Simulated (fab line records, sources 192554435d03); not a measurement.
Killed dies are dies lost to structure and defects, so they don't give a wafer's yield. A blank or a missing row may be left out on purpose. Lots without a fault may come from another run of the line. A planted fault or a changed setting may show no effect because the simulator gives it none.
fab line records | flow n5_finfet
record lots=5 wafers=15 last_day=18
route steps=1938 shown BEOL_M5@1142
lots that met no fault: from a run of the same line without faults
start_h: hours from the record's first day to the start of the lot's first wafer shown | wait_h: hours since the lot's step before | " the same as in the row above | L1.1+2: a row that stands for several wafers | - no value, or no start given | * or withheld: withheld | < > ~ a bound
route shown NAME@n: a module of which the file shows steps, and the number in the route of the first | usual: mean/standard deviation of fault-free wafers | same: alike in all rows | chamber/n: place in a boat | sites: the reading at each site | _std_site: their standard deviation | _edge_site: outer sites' mean less inner sites' | radius_mm: how far each site lies from the wafer's centre | mask NAME#n: copy n | behind: the tool/chamber that last shaped the wafer | hold: why the lot was held/for how many hours/how that ended | device: the transistor (n, p or np) that didn't switch | end of line: the same wafers' tests at the end of the route | a step without rows: its recipe alone | killed: dies lost to structure and defects at the first sort, not the wafer's yield | map: a wafer's dies, x killed, . not, _ none there
set.NAME: the setting as run; set.NAME@STEP: as run at that earlier step | model.NAME: the simulator's own value behind a step, which no gauge read
lots at some steps of the route; a table a step, a row a wafer
services: from which hour (start_h, from the record's first day; less than 0 if before it) a tool's chamber was out of use, for how many hours, and why
## steps
# step N5_BEOL_M5_COAT_22
# recipe resist=CAR-EUV spin_rpm=1500 resist_thk_nm=30
# step N5_BEOL_M5_EBR_24
# recipe solvent=PGMEA ebr_width_mm=1.5
# step N5_BEOL_M5_SOFTBAKE_23
# recipe temp_c=110 time_s=60 resist=CAR-EUV
# step N5_BEOL_M5_EXPOSE_25
# recipe mask_id=V4 na=0.33 source_shape=quasar sigma_inner=0.2 sigma_outer=0.6 polarization=unpolarized defocus_nm=10 dose_mj=52.75
# step N5_BEOL_M5_PEB_26
# recipe peb_temp_c=100 peb_time_s=60 resist=CAR-EUV
# step N5_BEOL_M5_DEVELOP_27
# recipe develop_time_s=30 developer=TMAH resist=CAR-EUV rinse_liquid=surfactant_rinse dry=air_spin dev_temp_c=23
# step N5_BEOL_M5_CD_MEAS_28
# recipe target_cd_nm=30.6 landing_energy_ev=500 detector=se_inlens target_cd_y_nm=20 polarity=opening
# usual cd_nm=30.66/0.27
# columns lot.wafer tool chamber start_h wait_h cd_nm
L980.1 cd_sem-01 0 203.88 - 30.34
L980.5 " 0 " " 30.40
L980.6 " 0 " " 30.01
L988.2 cd_sem-01 0 261.18 - 30.63
L988.3 " 0 " " 30.73
L988.4 " 0 " " 30.41
L989.1 cd_sem-03 0 261.23 - 30.71
L989.3 " 0 " " 30.91
L989.5 " 0 " " 30.96
L993.2 cd_sem-01 0 293.56 - 31.10
L993.5 " 0 " " 30.52
L993.6 " 0 " " 30.56
L997.2 cd_sem-03 0 320.91 - 30.68
L997.3 " 0 " " 30.87
L997.5 " 0 " " 30.37
# step N5_BEOL_M5_OVL_MEAS_29
# recipe points_per_wafer=522
# usual V4_OVL=-0.4/0.76
# columns lot.wafer tool chamber start_h wait_h V4_OVL[nm]
L980.1 overlay-01 0 203.91 0.0 -0.8
L980.5 " 0 " " -0.8
L980.6 " 0 " " -0.5
L988.2 overlay-01 0 261.21 0.0 -0.6
L988.3 " 0 " " -1.1
L988.4 " 0 " " -1.4
L989.1 overlay-02 0 261.26 0.0 -1.3
L989.3 " 0 " " 0.2
L989.5 " 0 " " -0.2
L993.2 overlay-02 0 293.59 0.0 -1.3
L993.5 " 0 " " -2.1
L993.6 " 0 " " -2.4
L997.2 overlay-01 0 320.94 0.0 -0.5
L997.3 " 0 " " 0.0
L997.5 " 0 " " -0.5
# step N5_BEOL_M5_INSPECT_30
# recipe mode=adi inspect_instrument=brightfield
# usual raw_defect_count=398/110
# columns lot.wafer tool chamber start_h wait_h raw_defect_count
L980.1 defect_inspect-01 - 203.96 0.1 219
L980.5 " - " " 286
L980.6 " - " " 327
L988.2 defect_inspect-01 - 261.27 0.0 305
L988.3 " - " " 262
L988.4 " - " " 393
L989.1 defect_inspect-02 - 261.32 0.1 683
L989.3 " - " " 447
L989.5 " - " " 517
L993.2 defect_inspect-02 - 293.64 0.0 420
L993.5 " - " " 525
L993.6 " - " " 625
L997.2 defect_inspect-02 - 321.00 0.0 240
L997.3 " - " " 360
L997.5 " - " " 286
# step N5_BEOL_M5_DESCUM_33
# recipe chemistry=O2 time_s=7 source_power_w=50 bias_power_w=20 pressure_mtorr=20 rf_frequency_hz=2.712e+07 temp_c=40 resist=CAR-EUV o2_flow_sccm=225
# usual drypump_motor_current_A=5.8/0.52 oes_product_au=0.79/0.082 rf_vpp_V=243.6/1.4 showerhead_plenum_p_Torr=2.12/0.067 throttle_valve_pct=20.4/0.37
# same time_s=7
# columns lot.wafer tool chamber start_h wait_h drypump_motor_current_A oes_product_au rf_hours_counter_h rf_vpp_V showerhead_plenum_p_Torr throttle_valve_pct
L980.1 rie_diel-03 3 204.00 0.0 5.7 0.87 43 244.7 2.23 20.2
L980.5 " 1 " " 6.0 0.74 - 241.5 2.00 20.6
L980.6 " 0 " " 5.9 0.75 - 243.9 2.09 20.4
L988.2 rie_diel-02 1 261.64 0.4 5.4 0.82 88 244.3 2.09 20.0
L988.3 " 0 " " 5.1 0.69 225 243.0 2.06 20.8
L988.4 " 2 " " 6.6 0.87 47 243.8 2.11 19.8
L989.1 rie_diel-03 3 261.75 0.4 5.6 0.84 58 245.0 2.22 20.3
L989.3 " 0 " " 5.9 0.74 185 241.4 2.08 20.5
L989.5 " 0 " " 5.9 0.75 - 244.2 2.08 20.5
L993.2 rie_diel-04 2 293.97 0.3 5.7 0.70 189 244.7 2.18 20.9
L993.5 " 2 " " 5.7 0.70 - 244.3 2.18 20.9
L993.6 " 3 " " 5.7 0.93 - 244.3 2.14 19.9
L997.2 rie_diel-02 0 321.12 0.1 5.1 0.67 245 243.2 2.05 20.8
L997.3 " 3 " " 6.6 0.85 76 244.9 2.20 20.3
L997.5 " 1 " " 5.4 0.79 - 243.2 2.08 20.0
# step N5_BEOL_M5_ETCH_75
# recipe chemistry=N2/H2 target=underlayer target_depth_a=65 mask_material=CAR-EUV time_s=5.2 ion_energy_ev=200 pressure_mtorr=30 source_w=840 bias_w=150 n2_flow_sccm=200 h2_flow_sccm=200 ends=cleared
# usual bias_w=150.0/0.48 drypump_motor_current_A=5.9/0.52 etch_rf_on_time_s=5.20/0.12 oes_product_au=0.67/0.074 rf_vpp_V=524.8/2.5 showerhead_plenum_p_Torr=2.58/0.084 throttle_valve_pct=17.80/0.26
# columns lot.wafer tool chamber start_h wait_h bias_w drypump_motor_current_A etch_rf_on_time_s oes_product_au rf_hours_counter_h rf_vpp_V showerhead_plenum_p_Torr throttle_valve_pct
L980.1 rie_diel-03 3 204.03 0.0 150.3 5.7 5.22 0.75 43 529.5 2.69 17.58
L980.5 " 1 " " 151.2 6.0 5.31 0.62 - 522.2 2.42 17.94
L980.6 " 0 " " 149.8 5.9 5.38 0.63 - 522.3 2.54 17.93
L988.2 rie_diel-02 1 261.67 0.0 150.3 5.4 5.02 0.70 88 525.0 2.57 17.55
L988.3 " 0 " " 150.0 5.1 5.10 0.58 225 528.0 2.50 18.26
L988.4 " 2 " " 150.3 6.6 5.16 0.73 47 523.9 2.60 17.56
L989.1 rie_diel-03 3 261.79 0.0 150.5 5.6 5.15 0.74 58 528.2 2.69 17.61
L989.3 " 0 " " 149.5 5.9 5.23 0.63 185 524.8 2.53 17.95
L989.5 " 0 " " 150.0 6.0 5.26 0.64 - 524.2 2.53 17.95
L993.2 rie_diel-04 2 294.00 0.0 150.5 5.7 5.22 0.60 189 526.8 2.62 18.13
L993.5 " 2 " " 149.7 5.7 5.27 0.60 - 522.6 2.61 18.10
L993.6 " 3 " " 150.4 5.7 4.93 0.82 - 527.4 2.61 17.37
L997.2 rie_diel-02 0 321.16 0.0 149.4 5.1 5.20 0.57 245 524.8 2.50 18.28
L997.3 " 3 " " 150.7 6.6 5.10 0.72 76 527.0 2.69 17.80
L997.5 " 1 " " 150.4 5.4 5.10 0.68 - 523.1 2.56 17.56
# step N5_BEOL_M5_ETCH_67
# recipe chemistry=CF4 target=SiARC target_depth_a=156 mask_material=CAR-EUV time_s=26 ion_energy_ev=80 pressure_mtorr=40 source_w=545 bias_w=36 Ar_flow_sccm=100 cf4_flow_sccm=100 ends=cleared
# usual bias_w=36.01/0.12 drypump_motor_current_A=5.8/0.52 etch_rf_on_time_s=26.1/0.57 oes_product_au=0.68/0.073 rf_vpp_V=184.4/1.2 showerhead_plenum_p_Torr=2.17/0.064 throttle_valve_pct=15.6/0.33
# columns lot.wafer tool chamber start_h wait_h bias_w drypump_motor_current_A etch_rf_on_time_s oes_product_au rf_hours_counter_h rf_vpp_V showerhead_plenum_p_Torr throttle_valve_pct
L980.1 rie_diel-03 3 204.05 0.0 36.01 5.7 25.8 0.75 43 184.9 2.27 15.3
L980.5 " 1 " " 36.11 6.0 26.3 0.64 - 183.8 2.05 15.8
L980.6 " 0 " " 36.21 5.9 26.9 0.64 - 183.0 2.14 15.7
L988.2 rie_diel-02 1 261.69 0.0 35.91 5.4 25.5 0.70 88 184.4 2.15 15.3
L988.3 " 0 " " 36.20 5.1 26.0 0.58 225 184.2 2.11 16.0
L988.4 " 2 " " 35.92 6.6 26.1 0.72 47 183.7 2.18 15.1
L989.1 rie_diel-03 3 261.80 0.0 36.14 5.6 26.0 0.73 58 186.0 2.26 15.3
L989.3 " 0 " " 36.00 5.9 26.5 0.63 185 183.6 2.13 15.7
L989.5 " 0 " " 35.84 5.9 26.8 0.62 - 183.9 2.13 15.7
L993.2 rie_diel-04 2 294.02 0.0 36.17 5.7 26.3 0.60 189 185.2 2.21 16.0
L993.5 " 2 " " 36.14 5.7 26.1 0.60 - 186.0 2.21 16.0
L993.6 " 3 " " 36.12 5.8 24.8 0.81 - 184.8 2.18 15.0
L997.2 rie_diel-02 0 321.17 0.0 36.01 5.2 26.3 0.57 245 184.6 2.10 16.0
L997.3 " 3 " " 36.17 6.6 25.9 0.73 76 185.3 2.25 15.5
L997.5 " 1 " " 35.92 5.4 25.8 0.68 - 183.5 2.15 15.3
# step N5_BEOL_M5_ETCH_68
# recipe chemistry=N2/H2 target=SOC target_depth_a=800 overetch_a=160 mask_material=SiARC temp_c=40 time_s=120 ion_energy_ev=200 pressure_mtorr=30 source_w=840 bias_w=150 n2_flow_sccm=200 h2_flow_sccm=200
# usual bias_w=150.0/0.42 drypump_motor_current_A=5.9/0.52 oes_product_au=0.61/0.059 rf_vpp_V=524.8/2.3 showerhead_plenum_p_Torr=2.58/0.084 throttle_valve_pct=17.76/0.26
# same time_s=120
# columns lot.wafer tool chamber start_h wait_h bias_w drypump_motor_current_A oes_product_au rf_hours_counter_h rf_vpp_V showerhead_plenum_p_Torr throttle_valve_pct model.SiARC_of_BEOL_M5_COAT_66.thk_nm
L980.1 rie_diel-03 3 204.08 0.0 149.3 5.6 0.67 43 526.6 2.69 17.52 6.6
L980.5 " 1 " " 150.5 6.0 0.57 - 521.6 2.42 17.91 6.8
L980.6 " 0 " " 150.0 5.9 0.58 - 523.3 2.54 17.87 6.8
L988.2 rie_diel-02 1 261.72 0.0 150.0 5.4 0.61 89 524.0 2.57 17.49 6.4
L988.3 " 0 " " 149.5 5.1 0.53 225 523.0 2.50 18.21 6.4
L988.4 " 2 " " 186.5 6.7 0.66 47 600.3 2.60 17.54 4.6
L989.1 rie_diel-03 3 261.83 0.0 149.7 5.6 0.66 58 528.2 2.69 17.58 6.6
L989.3 " 0 " " 150.4 5.9 0.57 185 523.9 2.53 17.91 6.6
L989.5 " 0 " " 150.8 5.9 0.57 - 523.8 2.53 17.93 6.6
L993.2 rie_diel-04 2 294.04 0.0 149.8 5.7 0.54 189 527.1 2.62 18.09 6.4
L993.5 " 2 " " 149.7 5.7 0.54 - 527.4 2.62 18.08 6.4
L993.6 " 3 " " 149.1 5.7 0.71 - 524.3 2.61 17.34 6.2
L997.2 rie_diel-02 0 321.20 0.0 149.7 5.2 0.51 245 522.3 2.50 18.26 6.6
L997.3 " 3 " " 150.0 6.6 0.64 76 526.8 2.69 17.77 6.4
L997.5 " 1 " " 150.2 5.4 0.61 - 524.0 2.56 17.54 6.6
# step N5_BEOL_M5_STRIP_69
# recipe chemistry=N2/H2 temp_c=40 n2_flow_sccm=200 h2_flow_sccm=200 rf_frequency_hz=6e+07
## services
# columns tool chamber start_h hours kind
rie_diel-02 3 190.09 4.6 repair
rie_diel-03 0 236.50 2.5 repair
rie_diel-04 1 264.02 3.2 repair
rie_diel-02 1 266.25 1.6 repair
rie_diel-04 - 301.12 28.1 pm
rie_diel-02 0 307.62 3.9 repair
## key
first_sign step=N5_BEOL_M5_ETCH_68 reading=bias_w direction=up sigmas=87 usual=* struck=*
effect step=N5_BEOL_M5_ETCH_68 reading=rf_vpp_V direction=up sigmas=33 usual=524.8 struck=600.3
model_effect step=N5_BEOL_M5_ETCH_68 value=SiARC_of_BEOL_M5_COAT_66.thk_nm without=6.2 struck=4.6
met_at N5_BEOL_M5_ETCH_68
struck_wafers L988.4
fault kind=process_parameter_drift tool=rie_diel-02 chamber=2 onset_h=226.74 steps=N5_BEOL_M5_ETCH_68 channel=bias_w offset=* shape=step end_h=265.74 acts_in=* stated=*
